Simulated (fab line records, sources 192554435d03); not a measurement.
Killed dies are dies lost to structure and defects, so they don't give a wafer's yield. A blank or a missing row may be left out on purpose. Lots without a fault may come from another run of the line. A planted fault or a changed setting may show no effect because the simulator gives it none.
Chamber matching | flow n5_finfet | N5_BEOL_M15_ETCH_57 on rie_diel-02: 4 sister chambers
The step etches SOC in N2/H2, time 750 s. 4 wafers are shown with their chamber, then 8 later ones without.

WAFERS WITH THEIR CHAMBER
wafer  | chamber | showerhead_plenum_p_Torr (Torr)
L082.6 | 0       | 2.57
L090.1 | 3       | 2.41
L090.5 | 2       | 2.70
L089.2 | 1       | 2.39

WAFERS WITHOUT THEIR CHAMBER
wafer  | showerhead_plenum_p_Torr (Torr)
L089.4 | 2.56
L089.6 | 2.39
L095.1 | 2.56
L095.2 | 2.69
L095.4 | 2.41
L097.2 | 2.40
L097.4 | 2.69
L097.5 | 2.40

WHICH CHAMBER EACH WENT THROUGH
wafer  | from the rows above     | in truth
L089.4 | 0                       | 0
L089.6 | 1                       | 1
L095.1 | 0                       | 0
L095.2 | 2                       | 2
L095.4 | 3                       | 3
L097.2 | can't be placed: 1 or 3 | 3
L097.4 | 2                       | 2
L097.5 | can't be placed: 1 or 3 | 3
Placed correctly: 6 of 8. Can't be placed from these rows: 2 (the true chamber is among the candidates in 2). Placed wrongly: 0.
How it was worked out, from the rows above alone: a wafer's distance from a chamber is the root of the sum, over the readings, of the square of ((its reading less the chamber's mean) divided by the reading's scatter). The wafer belongs to the nearest chamber; if the next one is less than 2 further off, it can't be placed. A chamber's mean is the mean of its shown wafers. The scatter: with one shown wafer a chamber, the root of the mean of the squares of how far each hidden wafer lies from its nearest shown one.
